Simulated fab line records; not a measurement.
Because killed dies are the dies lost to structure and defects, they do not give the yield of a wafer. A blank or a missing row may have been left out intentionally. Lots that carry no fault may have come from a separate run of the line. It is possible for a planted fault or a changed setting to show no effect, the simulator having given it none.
fab line records    flow n5-finfet
record lots=11  wafers=32  last-day=18
route steps=1938 shown SPACER0@260 SD_EPI_N@278 PASSIVATION@1936
lots untouched by any fault: they come from a run of this same line in which no faults occurred
start-h: the number of hours between the record's first day and the start of the first shown wafer of the lot    wait-h: hours since the lot's step before    " the same as in the row above    L1.1+2: one row covering several wafers at once    - value missing, or start not given    * or withheld: withheld    < > ~ a bound
route shown NAME@n: a module of which the file shows steps, and the number in the route of the first    usual: average and standard deviation across the fault-free wafers    same: alike in all rows    chamber/n: place in a boat    sites: per-site readings    _std_site: how widely they spread, as a standard deviation    _edge_site: mean of outer sites minus mean of inner sites    radius-mm: for every site, how far away it sits from the centre of the wafer    mask NAME#n: copy n    behind: the last tool/chamber to shape the wafer    hold: cause of the lot's hold/its duration in hours/its outcome    device: names the non-switching transistor (n, p or np)    end of line: tests run on the same wafers once the route is complete    a step with no rows: only its recipe    killed: dies lost to structure and defects at the first sort, not the wafer's yield    map: a wafer's dies, marking killed ones x, the rest . and places with no die _
set.NAME: the setting as run; set.NAME@STEP: as run at that earlier step    model.NAME: the simulator's own value behind a step, which no gauge read
route steps across a sampled set of lots; one table per step, one row per wafer
services: a tool's chamber out of use, with start hour (start-h, from the record's first day; less than 0 if before it), hours out, and reason
## steps
# step N5_SPACER0_ALD_08
# recipe material=SiNx  target-thk-a=20  temp-c=400  ald-precursor-family=SiH2I2  ald-co-reactant=N2/H2-plasma  pressure-torr=2
# usual heater-power-outer-w=524/69  heater-power-w=861/86
lot.wafer  tool        chamber  start-h  wait-h  heater-power-outer-w  heater-power-w
L747.3     ald-sin-01  2        50.40    0.1     579                   947
L747.5     "           2        "        "       593                   973
L747.6     "           1        "        "       602                   897
L749.1     ald-sin-04  3        64.02    0.1     578                   894
L749.4     "           2        "        "       445                   768
L749.6     "           2        "        "       439                   769
L751.3     ald-sin-01  1        72.47    0.1     595                   894
L751.4     "           2        "        "       595                   989
L751.6     "           1        "        "       599                   901
L753.1     ald-sin-01  1        82.78    0.1     610                   895
L753.2     "           2        "        "       588                   969
L753.3     "           3        "        "       445                   786
L756.1     ald-sin-02  2        107.11   0.1     450                   782
L756.3     "           1        "        "       501                   888
L756.6     "           1        "        "       512                   880
L757.1     ald-sin-01  2        110.49   0.1     613                   973
L757.2     "           3        "        "       417                   744
L757.5     "           3        "        "       420                   738
L759.2     ald-sin-02  1        126.54   0.1     502                   880
L759.4     "           2        "        "       469                   782
L759.6     "           3        "        "       455                   752
L764.4     ald-sin-02  1        148.65   0.1     493                   890
L764.6     "           1        "        "       506                   887
L767.1     ald-sin-04  0        170.29   0.1     496                   832
L767.2     "           3        "        "       564                   891
L767.3     "           1        "        "       478                   831
L769.2     ald-sin-02  1        184.10   0.1     515                   898
L769.3     "           3        "        "       459                   730
L769.5     "           3        "        "       451                   773
L770.2     ald-sin-02  0        186.80   0.1     539                   865
L770.4     "           1        "        "       491                   890
L770.5     "           3        "        "       449                   766
# step N5_SD_EPI_N_ETCH_45
# recipe chemistry=CH3F/O2  target=SiOCN  target-depth-a=60  mask-material=SOC  ion-energy-ev=60  bias-w=29  pressure-mtorr=15  source-w=410  Ar_flow_sccm=150  CH3F_flow_sccm=30  O2_flow_sccm=20
# usual drypump-motor-current-A=5.7/0.4  mfc-ar-sccm=150.0/0.39  oes-product-au=0.76/0.099  rf-vpp-V=127.4/1  showerhead-plenum-p-Torr=2.00/0.081  throttle-valve-pct=23.27/0.21
lot.wafer  tool         chamber  start-h  wait-h  drypump-motor-current-A  mfc-ar-sccm  oes-product-au  rf-hours-counter-h  rf-vpp-V  showerhead-plenum-p-Torr  throttle-valve-pct
L747.3     rie-diel-02  0        51.56    0.1     6.1                      150.3        0.71            165                 127.7     1.92                      23.15
L747.5     "            2        "        "       5.6                      150.5        0.72            -                   127.1     1.97                      23.41
L747.6     "            3        "        "       6.6                      149.9        0.70            -                   126.5     2.01                      23.17
L749.1     rie-diel-04  3        65.18    0.1     6.0                      149.9        0.67            229                 128.7     1.97                      23.02
L749.4     "            0        "        "       5.6                      150.3        0.98            3                   128.5     2.12                      23.19
L749.6     "            2        "        "       5.3                      149.6        0.71            -                   127.8     1.98                      23.49
L751.3     rie-diel-05  3        73.63    0.1     5.5                      149.6        0.69            243                 128.5     1.98                      23.88
L751.4     "            2        "        "       5.5                      150.1        0.76            132                 125.5     1.82                      23.04
L751.6     "            0        "        "       5.1                      149.8        0.70            -                   129.0     2.07                      23.23
L753.1     rie-diel-02  0        83.82    0.1     6.1                      149.5        0.70            177                 128.1     1.91                      23.18
L753.2     "            2        "        "       5.6                      149.6        0.71            202                 126.4     1.97                      23.42
L753.3     "            1        "        "       5.9                      150.4        0.68            235                 126.5     2.04                      23.26
L756.1     rie-diel-02  1        108.27   0.1     5.9                      149.8        0.68            243                 127.5     2.04                      23.28
L756.3     "            3        "        "       6.6                      149.7        0.70            183                 127.8     2.00                      23.19
L756.6     "            1        "        "       5.9                      149.7        0.67            -                   128.0     2.04                      23.27
L757.1     rie-diel-02  1        111.65   0.1     5.9                      150.3        0.67            244                 127.8     2.03                      23.28
L757.2     "            2        "        "       5.6                      150.0        0.70            212                 126.8     1.97                      23.42
L757.5     "            3        "        "       6.5                      150.3        0.70            -                   128.6     2.00                      23.21
L759.2     rie-diel-04  1        127.87   0.1     5.5                      149.4        0.71            203                 128.7     2.07                      23.13
L759.4     "            1        "        "       5.4                      150.1        0.70            -                   127.7     2.07                      23.15
L759.6     "            0        "        "       5.6                      150.5        0.91            -                   128.1     2.12                      23.23
L764.4     rie-diel-05  2        149.85   0.1     5.5                      149.7        0.73            -                   125.4     1.81                      23.06
L764.6     "            1        "        "       6.2                      149.9        0.76            -                   129.1     2.07                      23.36
L767.1     rie-diel-04  0        171.56   0.1     5.6                      150.3        0.87            46                  128.3     2.11                      23.26
L767.2     "            3        "        "       6.0                      150.1        0.95            6                   127.0     1.96                      22.96
L767.3     "            1        "        "       5.4                      150.8        0.68            222                 127.1     2.06                      23.15
L769.2     rie-diel-04  3        185.25   0.1     6.1                      149.6        0.93            13                  126.2     1.96                      22.95
L769.3     "            0        "        "       5.6                      149.5        0.85            52                  129.0     2.11                      23.26
L769.5     "            0        "        "       5.6                      149.8        0.86            -                   128.3     2.11                      23.27
L770.2     rie-diel-05  1        187.84   0.1     6.1                      149.6        0.75            159                 127.7     2.07                      23.38
L770.4     "            2        "        "       5.5                      149.3        0.73            175                 126.9     1.81                      23.08
L770.5     "            1        "        "       6.1                      149.9        0.75            -                   128.6     2.07                      23.37
# step N5_SD_EPI_N_STRIP_38
# recipe chemistry=N2/H2  power-w=1000  temp-c=250  h2-frac=0.65  overash-fraction=0.3  pressure-mtorr=withheld  n2-flow-sccm=1750  h2-flow-sccm=3250
# usual drypump-motor-current-A=5.55/0.16  heater-power-w=342/26  n2-flow-sccm=1750/5.3  oes-product-au=0.762/0.011
lot.wafer  tool             chamber  start-h  wait-h  drypump-motor-current-A  heater-power-w  n2-flow-sccm  oes-product-au  rf-hours-counter-h
L747.3     plasma-asher-01  1        51.84    0.1     5.71                     305             1746          0.759           -
L747.5     "                1        "        "       5.70                     304             1748          0.743           -
L747.6     "                0        "        "       5.26                     378             1750          0.758           -
L749.1     plasma-asher-02  0        65.45    0.1     5.66                     331             1755          0.765           85
L749.4     "                1        "        "       5.56                     348             1743          0.754           -
L749.6     "                1        "        "       5.55                     351             1757          0.759           -
L751.3     plasma-asher-02  1        73.92    0.1     5.51                     355             1756          0.770           -
L751.4     "                0        "        "       5.65                     334             1747          0.742           -
L751.6     "                0        "        "       5.68                     336             1744          0.773           -
L753.1     plasma-asher-01  0        84.08    0.1     5.24                     391             1754          0.772           38
L753.2     "                1        "        "       5.73                     301             1746          0.740           38
L753.3     "                1        "        "       5.69                     306             1747          0.773           -
L756.1     plasma-asher-02  0        108.53   0.1     5.63                     339             1760          0.752           93
L756.3     "                0        "        "       5.61                     330             1750          0.767           -
L756.6     "                0        "        "       5.64                     339             1743          0.749           -
L757.1     plasma-asher-02  1        111.92   0.1     5.55                     344             1743          0.783           94
L757.2     "                0        "        "       5.68                     339             1748          0.768           94
L757.5     "                0        "        "       5.67                     330             1751          0.785           -
L759.2     plasma-asher-01  1        128.13   0.1     5.70                     308             1753          0.765           47
L759.4     "                1        "        "       5.69                     312             1755          0.766           -
L759.6     "                1        "        "       5.72                     302             1756          0.766           -
L764.4     plasma-asher-02  0        150.08   0.1     5.64                     331             1749          0.756           -
L764.6     "                0        "        "       5.67                     330             1740          0.753           -
L767.1     plasma-asher-02  1        171.82   0.1     5.56                     346             1750          0.784           105
L767.2     "                0        "        "       5.69                     327             1755          0.764           105
L767.3     "                1        "        "       5.53                     349             1746          0.769           -
L769.2     plasma-asher-01  0        185.52   0.1     5.30                     366             1749          0.788           58
L769.3     "                1        "        "       5.66                     303             1756          0.772           -
L769.5     "                0        "        "       5.27                     374             1747          0.764           -
L770.2     plasma-asher-02  0        188.10   0.1     5.67                     335             1745          0.759           108
L770.4     "                1        "        "       5.58                     349             1747          0.758           -
L770.5     "                1        "        "       5.57                     340             1754          0.758           -
# step N5_SD_EPI_N_EPI_21
# recipe material=Si:P  dopant=P  temp-c=680  pressure-torr=255  time-s=690
# usual epi-growth-time-s=690/0
lot.wafer  tool          chamber  start-h  wait-h  epi-growth-time-s
L747.3     epi-rpcvd-02  0        53.28    0.7     690
L747.5     "             0        "        "       690
L747.6     "             0        "        "       690
L749.1     epi-rpcvd-02  0        66.35    0.1     690
L749.4     "             0        "        "       690
L749.6     "             0        "        "       690
L751.3     epi-rpcvd-01  0        75.37    0.7     690
L751.4     "             0        "        "       690
L751.6     "             0        "        "       690
L753.1     epi-rpcvd-02  0        84.98    0.1     690
L753.2     "             0        "        "       690
L753.3     "             0        "        "       690
L756.1     epi-rpcvd-01  0        109.43   0.1     690
L756.3     "             0        "        "       690
L756.6     "             0        "        "       690
L757.1     epi-rpcvd-02  0        112.81   0.1     690
L757.2     "             0        "        "       690
L757.5     "             0        "        "       690
L759.2     epi-rpcvd-01  0        129.60   0.5     690
L759.4     "             0        "        "       690
L759.6     "             0        "        "       690
L764.4     epi-rpcvd-01  0        151.79   0.9     960.81
L764.6     "             0        "        "       690
L767.1     epi-rpcvd-01  0        172.71   0.1     690
L767.2     "             0        "        "       960.81
L767.3     "             0        "        "       690
L769.2     epi-rpcvd-02  0        186.97   0.5     690
L769.3     "             0        "        "       690
L769.5     "             0        "        "       690
L770.2     epi-rpcvd-03  0        189.28   0.4     690
L770.4     "             0        "        "       690
L770.5     "             0        "        "       690
# step N5_SD_EPI_N_EPI_MEAS_23
# recipe mode=xrd
# usual thk-nm=59.3/1.2
lot.wafer  tool           chamber  start-h  wait-h  thk-nm
L747.3     film-metro-01  -        54.44    0.9     58.5
L747.5     "              -        "        "       58.3
L747.6     "              -        "        "       58.8
L749.1     film-metro-02  -        68.08    1.5     60.6
L749.4     "              -        "        "       59.4
L749.6     "              -        "        "       60.1
L751.3     film-metro-02  -        76.53    0.9     61.4
L751.4     "              -        "        "       60.0
L751.6     "              -        "        "       60.3
L753.1     film-metro-02  -        86.69    1.4     59.0
L753.2     "              -        "        "       59.6
L753.3     "              -        "        "       58.0
L756.1     film-metro-02  -        111.15   1.4     60.7
L756.3     "              -        "        "       59.0
L756.6     "              -        "        "       59.4
L757.1     film-metro-01  -        114.54   1.5     58.1
L757.2     "              -        "        "       58.2
L757.5     "              -        "        "       58.6
L759.2     film-metro-01  -        131.52   1.5     59.7
L759.4     "              -        "        "       59.6
L759.6     "              -        "        "       59.3
L764.4     film-metro-01  -        152.69   0.6     74.8
L764.6     "              -        "        "       60.5
L767.1     film-metro-02  -        174.43   1.4     61.6
L767.2     "              -        "        "       75.4
L767.3     "              -        "        "       59.3
L769.2     film-metro-01  -        188.87   1.5     59.3
L769.3     "              -        "        "       59.3
L769.5     "              -        "        "       61.1
L770.2     film-metro-02  -        190.71   1.2     58.9
L770.4     "              -        "        "       58.5
L770.5     "              -        "        "       60.4
# step N5_PASSIVATION_PROBE_49
# usual killed_at_M0_to_M3=34/11  killed_at_M4_up=13/5.2  killed-at-contacts=13/6.3  killed-at-front-end=40/14  killed-at-other=3.2/2.4  killed-dies=104/19  killed-open=69/14  killed-short=32/7.5
# same gross-dies=1180  killed-at-back-side=0
lot.wafer  tool       chamber  start-h  wait-h  killed_at_M0_to_M3  killed_at_M4_up  killed-at-contacts  killed-at-front-end  killed-at-other  killed-dies  killed-open  killed-short
L747.3     prober-02  -        262.79   0.1     17                  19               24                  29                   0                89           61           25
L747.5     prober-02  -        262.89   0.2     23                  9                20                  26                   2                80           47           32
L747.6     prober-02  -        262.94   0.3     21                  5                10                  17                   7                60           32           25
L749.1     prober-02  -        264.15   0.0     26                  19               12                  38                   0                95           64           28
L749.4     prober-02  -        264.30   0.2     20                  12               22                  50                   3                107          81           26
L749.6     prober-02  -        264.40   0.3     16                  18               13                  26                   3                76           53           20
L751.3     prober-01  -        297.01   0.1     29                  9                11                  24                   2                75           46           27
L751.4     prober-01  -        297.06   0.2     25                  8                17                  31                   2                83           54           28
L751.6     prober-01  -        297.16   0.3     27                  9                19                  31                   0                86           58           23
L753.1     prober-01  -        314.94   0.0     41                  11               12                  37                   12               113          70           32
L753.2     prober-01  -        314.99   0.1     27                  13               13                  22                   3                78           50           25
L753.3     prober-01  -        315.04   0.1     40                  13               17                  28                   5                103          65           36
L756.1     prober-02  -        319.85   0.0     53                  11               13                  34                   2                113          70           41
L756.3     prober-02  -        319.95   0.1     26                  12               23                  28                   1                90           60           27
L756.6     prober-02  -        320.10   0.3     43                  9                20                  39                   3                114          82           30
L757.1     prober-02  -        328.90   0.0     30                  12               18                  60                   4                124          82           40
L757.2     prober-02  -        328.95   0.1     34                  12               8                   55                   4                113          64           47
L757.5     prober-02  -        329.10   0.2     37                  11               15                  48                   5                116          76           39
L759.2     prober-02  -        335.71   0.1     29                  23               6                   53                   4                115          80           35
L759.4     prober-02  -        335.81   0.2     33                  15               22                  37                   5                112          76           35
L759.6     prober-02  -        335.91   0.3     26                  20               12                  47                   4                109          78           27
L764.4     prober-01  -        369.51   0.2     40                  23               15                  24                   0                102          67           29
L764.6     prober-01  -        369.61   0.3     39                  15               16                  32                   5                107          61           40
L767.1     prober-02  -        400.46   0.0     24                  7                23                  43                   1                98           60           37
L767.2     prober-02  -        400.51   0.1     49                  11               8                   38                   1                107          69           33
L767.3     prober-02  -        400.56   0.1     38                  21               21                  39                   1                120          88           32
L770.2     prober-01  -        421.60   0.1     52                  8                5                   80                   2                147          99           46
L770.4     prober-01  -        421.70   0.2     49                  13               13                  32                   1                108          70           37
L770.5     prober-01  -        421.75   0.2     26                  10               9                   50                   5                100          71           28
L769.2     prober-02  -        421.61   0.1     25                  18               16                  34                   3                96           69           24
L769.3     prober-02  -        421.66   0.1     26                  22               8                   51                   0                107          73           31
L769.5     prober-02  -        421.76   0.2     32                  19               2                   59                   0                112          69           40
# killed by level:class
L747.3 MOL_CONTACT_COAG:geometric-particle:open=17 FIN_SAQP:geometric-particle:short=8 BEOL_M3:geometric-particle:open=6 MOL_CONTACT_COAG:geometric-particle:short=6 FIN_SAQP:geometric-particle:open=5 DUMMY_GATE:geometric-particle:open=5 BEOL_M4:geometric-particle:open=5 ILD0:geometric-particle:open=4
L747.5 MOL_CONTACT_COAG:geometric-particle:open=18 FIN_SAQP:geometric-particle:short=7 DUMMY_GATE:geometric-particle:open=6 BEOL_M0_SAQP:geometric-particle:short=6 BEOL_M0_SAQP:geometric-particle:open=5 FIN_SAQP:geometric-particle:open=4 GATE_CUT:geometric-particle:short=3 BEOL_M3:geometric-particle:open=3
L747.6 BEOL_M0_SAQP:geometric-particle:short=7 MOL_CONTACT_COAG:geometric-particle:open=6 STI_FIN_REVEAL:geometric-particle:open=5 BEOL_M3:geometric-particle:open=5 STARTING-WAFER:geometric-particle:open=5 MOL_CONTACT_COAG:geometric-particle:short=4 PASS1_CAP:geometric-particle:short=4 BEOL_M0_SAQP:geometric-particle:open=3
L749.1 MOL_CONTACT_COAG:geometric-particle:open=11 FIN_SAQP:geometric-particle:short=9 FIN_SAQP:geometric-particle:open=7 DUMMY_GATE:geometric-particle:open=5 BEOL_M0_SAQP:geometric-particle:open=5 BEOL_M2:geometric-particle:open=5 BEOL_M4:geometric-particle:open=5 BEOL_M0:geometric-particle:open=4
L749.4 MOL_CONTACT_COAG:geometric-particle:open=18 FIN_SAQP:geometric-particle:open=12 BEOL_M2:geometric-particle:open=10 FIN_SAQP:geometric-particle:short=8 STI_FIN_REVEAL:geometric-particle:open=6 DUMMY_GATE:geometric-particle:open=5 STARTING-WAFER:geometric-particle:open=5 MOL_CONTACT_COAG:geometric-particle:short=4
L749.6 MOL_CONTACT_COAG:geometric-particle:open=11 BEOL_M4:geometric-particle:open=8 FIN_SAQP:geometric-particle:open=7 BEOL_M2:geometric-particle:open=7 STI_FIN_REVEAL:geometric-particle:open=6 BEOL_M5:geometric-particle:open=4 DUMMY_GATE:geometric-particle:short=3 BEOL_M0_SAQP:geometric-particle:short=3
L751.3 STI_FIN_REVEAL:geometric-particle:open=13 BEOL_M0_SAQP:geometric-particle:short=8 MOL_CONTACT_COAG:geometric-particle:open=6 MOL_CONTACT_COAG:geometric-particle:short=5 BEOL_M0:geometric-particle:open=5 STI_FIN_REVEAL:geometric-particle:short=4 BEOL_M0_SAQP:geometric-particle:open=4 BEOL_M2:geometric-particle:open=3
L751.4 MOL_CONTACT_COAG:geometric-particle:open=14 BEOL_M0_SAQP:geometric-particle:open=6 ILD0:geometric-particle:open=5 FIN_SAQP:geometric-particle:open=4 BEOL_M0_SAQP:geometric-particle:short=4 BEOL_M3:geometric-particle:short=4 BEOL_M3:geometric-particle:open=4 STARTING-WAFER:geometric-particle:short=4
L751.6 MOL_CONTACT_COAG:geometric-particle:open=16 BEOL_M3:geometric-particle:open=13 STI_FIN_REVEAL:geometric-particle:open=9 BEOL_M0_SAQP:geometric-particle:short=6 FIN_SAQP:geometric-particle:short=4 GATE_CUT:geometric-particle:short=4 MOL_CONTACT_COAG:geometric-particle:short=3 BEOL_M0_SAQP:geometric-particle:open=3
L753.1 STI_FIN_REVEAL:geometric-particle:open=10 MOL_CONTACT_COAG:geometric-particle:open=10 BEOL_M0_SAQP:geometric-particle:open=9 BEOL_M3:geometric-particle:open=9 BEOL_M2:geometric-particle:open=8 FIN_SAQP:geometric-particle:open=6 BEOL_M0_SAQP:geometric-particle:short=5 HKMG_FIN:area-etch=5
L753.2 MOL_CONTACT_COAG:geometric-particle:open=10 BEOL_M2:geometric-particle:open=9 FIN_SAQP:geometric-particle:open=7 BEOL_M4:geometric-particle:short=6 BEOL_M0_SAQP:geometric-particle:open=4 DUMMY_GATE:geometric-particle:open=3 GATE_CUT:geometric-particle:open=3 MOL_CONTACT_COAG:geometric-particle:short=3
L753.3 MOL_CONTACT_COAG:geometric-particle:open=14 BEOL_M0_SAQP:geometric-particle:short=13 STI_FIN_REVEAL:geometric-particle:open=8 BEOL_M2:geometric-particle:open=7 BEOL_M0_SAQP:geometric-particle:open=6 BEOL_M3:geometric-particle:open=5 BEOL_M5:geometric-particle:open=5 GATE_CUT:geometric-particle:short=4
L756.1 BEOL_M1:geometric-particle:open=11 BEOL_M2:geometric-particle:open=10 MOL_CONTACT_COAG:geometric-particle:open=9 FIN_SAQP:geometric-particle:open=7 BEOL_M2:geometric-particle:short=6 DUMMY_GATE:geometric-particle:open=5 BEOL_M0_SAQP:geometric-particle:open=5 BEOL_M3:geometric-particle:open=5
L756.3 MOL_CONTACT_COAG:geometric-particle:open=15 BEOL_M2:geometric-particle:open=9 MOL_CONTACT_COAG:geometric-particle:short=8 BEOL_M4:geometric-particle:open=6 FIN_SAQP:geometric-particle:open=5 GATE_CUT:geometric-particle:open=4 GATE_CUT:geometric-particle:short=4 BEOL_M0_SAQP:geometric-particle:short=4
L756.6 BEOL_M2:geometric-particle:open=16 MOL_CONTACT_COAG:geometric-particle:open=13 STI_FIN_REVEAL:geometric-particle:open=9 BEOL_M0:geometric-particle:open=9 GATE_CUT:geometric-particle:short=7 MOL_CONTACT_COAG:geometric-particle:short=7 BEOL_M1:geometric-particle:open=6 BEOL_M3:geometric-particle:open=6
L757.1 FIN_SAQP:geometric-particle:open=23 BEOL_M2:geometric-particle:open=16 MOL_CONTACT_COAG:geometric-particle:open=13 FIN_SAQP:geometric-particle:short=11 MOL_CONTACT_COAG:geometric-particle:short=5 STI_FIN_REVEAL:geometric-particle:open=4 BEOL_M4:geometric-particle:open=4 DUMMY_GATE:geometric-particle:open=3
L757.2 FIN_SAQP:geometric-particle:short=23 FIN_SAQP:geometric-particle:open=11 BEOL_M2:geometric-particle:open=10 MOL_CONTACT_COAG:geometric-particle:open=7 BEOL_M0_SAQP:geometric-particle:open=7 BEOL_M0_SAQP:geometric-particle:short=4 BEOL_M3:geometric-particle:short=4 BEOL_M5:geometric-particle:open=4
L757.5 MOL_CONTACT_COAG:geometric-particle:open=14 FIN_SAQP:geometric-particle:short=10 BEOL_M0_SAQP:geometric-particle:open=9 BEOL_M0_SAQP:geometric-particle:short=8 GATE_CUT:geometric-particle:short=7 FIN_SAQP:geometric-particle:open=6 BEOL_M2:geometric-particle:open=6 BEOL_M4:geometric-particle:open=6
L759.2 STI_FIN_REVEAL:geometric-particle:open=15 FIN_SAQP:geometric-particle:open=11 BEOL_M2:geometric-particle:open=7 BEOL_M4:geometric-particle:open=7 FIN_SAQP:geometric-particle:short=6 MOL_CONTACT_COAG:geometric-particle:open=6 BEOL_M0_SAQP:geometric-particle:short=6 BEOL_M0_SAQP:geometric-particle:open=6
L759.4 MOL_CONTACT_COAG:geometric-particle:open=18 BEOL_M0_SAQP:geometric-particle:open=15 BEOL_M4:geometric-particle:open=8 FIN_SAQP:geometric-particle:short=7 STI_FIN_REVEAL:geometric-particle:open=7 BEOL_M0_SAQP:geometric-particle:short=7 FIN_SAQP:geometric-particle:open=4 STI_FIN_REVEAL:geometric-particle:short=4
L759.6 STI_FIN_REVEAL:geometric-particle:open=12 BEOL_M4:geometric-particle:open=12 BEOL_M0_SAQP:geometric-particle:open=11 FIN_SAQP:geometric-particle:open=10 DUMMY_GATE:geometric-particle:open=9 MOL_CONTACT_COAG:geometric-particle:open=7 BEOL_M0_SAQP:geometric-particle:short=7 MOL_CONTACT_COAG:geometric-particle:short=5
L764.4 BEOL_M2:geometric-particle:open=12 BEOL_M4:geometric-particle:open=11 MOL_CONTACT_COAG:geometric-particle:short=8 BEOL_M3:geometric-particle:open=8 FIN_SAQP:geometric-particle:open=6 MOL_CONTACT_COAG:geometric-particle:open=5 BEOL_M0_SAQP:geometric-particle:open=5 FIN_SAQP:geometric-particle:short=4
L764.6 MOL_CONTACT_COAG:geometric-particle:open=10 STI_FIN_REVEAL:geometric-particle:open=10 BEOL_M0_SAQP:geometric-particle:open=9 BEOL_M0_SAQP:geometric-particle:short=9 BEOL_M2:geometric-particle:short=8 MOL_CONTACT_COAG:geometric-particle:short=6 BEOL_M2:geometric-particle:open=6 GATE_CUT:geometric-particle:short=4
L767.1 MOL_CONTACT_COAG:geometric-particle:open=15 FIN_SAQP:geometric-particle:short=14 MOL_CONTACT_COAG:geometric-particle:short=8 STI_FIN_REVEAL:geometric-particle:open=7 FIN_SAQP:geometric-particle:open=6 BEOL_M2:geometric-particle:open=6 BEOL_M3:geometric-particle:open=5 BEOL_M0_SAQP:geometric-particle:open=5
L767.2 BEOL_M2:geometric-particle:open=18 BEOL_M0_SAQP:geometric-particle:short=10 BEOL_M1:geometric-particle:open=8 STI_FIN_REVEAL:geometric-particle:open=6 DUMMY_GATE:geometric-particle:open=6 MOL_CONTACT_COAG:geometric-particle:open=6 BEOL_M0:geometric-particle:open=6 FIN_SAQP:geometric-particle:short=5
L767.3 MOL_CONTACT_COAG:geometric-particle:open=16 BEOL_M2:geometric-particle:open=14 FIN_SAQP:geometric-particle:short=9 BEOL_M1:geometric-particle:open=9 STI_FIN_REVEAL:geometric-particle:open=8 FIN_SAQP:geometric-particle:open=7 DUMMY_GATE:geometric-particle:open=6 MOL_CONTACT_COAG:geometric-particle:short=5
L770.2 FIN_SAQP:geometric-particle:open=36 BEOL_M0_SAQP:geometric-particle:short=17 BEOL_M0_SAQP:geometric-particle:open=16 STI_FIN_REVEAL:geometric-particle:open=14 FIN_SAQP:geometric-particle:short=13 BEOL_M1:geometric-particle:open=13 GATE_CUT:geometric-particle:short=4 MOL_CONTACT_COAG:geometric-particle:open=4
L769.2 MOL_CONTACT_COAG:geometric-particle:open=14 STI_FIN_REVEAL:geometric-particle:open=12 BEOL_M4:geometric-particle:open=7 BEOL_M0_SAQP:geometric-particle:short=6 FIN_SAQP:geometric-particle:open=5 BEOL_M0_SAQP:geometric-particle:open=5 GATE_CUT:geometric-particle:open=4 BEOL_M0:geometric-particle:open=4
L769.3 FIN_SAQP:geometric-particle:open=23 BEOL_M4:geometric-particle:open=9 STI_FIN_REVEAL:geometric-particle:open=6 MOL_CONTACT_COAG:geometric-particle:open=6 BEOL_M0_SAQP:geometric-particle:short=5 BEOL_M0_SAQP:geometric-particle:open=5 BEOL_M1:geometric-particle:open=4 BEOL_M4:geometric-particle:short=4
L770.4 BEOL_M0_SAQP:geometric-particle:open=13 BEOL_M0_SAQP:geometric-particle:short=12 FIN_SAQP:geometric-particle:open=10 MOL_CONTACT_COAG:geometric-particle:open=10 BEOL_M1:geometric-particle:open=7 BEOL_M4:geometric-particle:open=6 FIN_SAQP:geometric-particle:short=5 BEOL_M0:geometric-particle:open=5
L770.5 FIN_SAQP:geometric-particle:short=13 FIN_SAQP:geometric-particle:open=12 STI_FIN_REVEAL:geometric-particle:open=10 BEOL_M0_SAQP:geometric-particle:open=8 MOL_CONTACT_COAG:geometric-particle:open=8 BEOL_M4:geometric-particle:open=5 BEOL_M0_SAQP:geometric-particle:short=4 BEOL_M0:geometric-particle:open=4
L769.5 FIN_SAQP:geometric-particle:open=15 STI_FIN_REVEAL:geometric-particle:open=14 FIN_SAQP:geometric-particle:short=11 BEOL_M0_SAQP:geometric-particle:open=9 BEOL_M4:geometric-particle:open=9 BEOL_M0_SAQP:geometric-particle:short=4 GATE_CUT:geometric-particle:open=4 GATE_CUT:geometric-particle:short=4
## services
tool             chamber  start-h  hours  kind
rie-diel-05      -        46.75    2.8    pm
rie-diel-02      -        63.88    0.1    repair
ald-sin-02       -        75.70    0.6    repair
ald-sin-04       -        79.54    14.6   pm
rie-diel-04      1        84.16    5.7    repair
ald-sin-01       -        85.29    14.0   pm
ald-sin-01       0        85.29    14.0   vent-cycle
ald-sin-01       1        85.29    14.0   vent-cycle
ald-sin-01       2        85.29    14.0   vent-cycle
ald-sin-01       3        85.29    14.0   vent-cycle
plasma-asher-02  -        95.35    2.5    repair
ald-sin-04       -        95.57    0.2    repair
ald-sin-01       0        99.29    -      clean
ald-sin-01       1        99.29    -      clean
ald-sin-01       2        99.29    -      clean
ald-sin-01       3        99.29    -      clean
ald-sin-04       3        103.49   7.6    repair
ald-sin-02       0        109.50   4.8    repair
rie-diel-04      3        143.18   13.8   repair
rie-diel-05      -        164.14   0.3    repair
rie-diel-05      -        171.64   2.2    repair
rie-diel-02      3        173.21   5.4    repair
rie-diel-04      1        175.48   62.1   repair
ald-sin-04       -        176.75   14.0   pm
## key
first-sign step=N5_SD_EPI_N_EPI_21  reading=epi-growth-time-s  direction=up  sigmas=99+  usual=*  struck=*
effect step=N5_SD_EPI_N_EPI_MEAS_23  reading=thk-nm  direction=up  sigmas=13  usual=*  struck=*
met-at N5_SD_EPI_N_EPI_21
struck-lots L764,L767
struck-wafers L764.4,L767.2
tester-left-out L764,L767
not-acting-at N5_SPACER0_ALD_08,N5_SD_EPI_N_ETCH_45,N5_SD_EPI_N_STRIP_38
onset-between 129.60 151.79
fault kind=process-parameter-drift  tool=epi-rpcvd-01  chamber=-  onset-h=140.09  steps=N5_SD_EPI_N_EPI_21  channel=epi-growth-time-s  offset=*  shape=step  end-h=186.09  scope=struck-wafers-only  acts-in=*  stated=*
# tester-left-out: of these lots the tester's yield and bins aren't shown, on N5 and GAA mostly nor the transistor test; their killed dies are dies lost to structure and defects alone, not to doping, threshold or leakage, so they don't give the yield
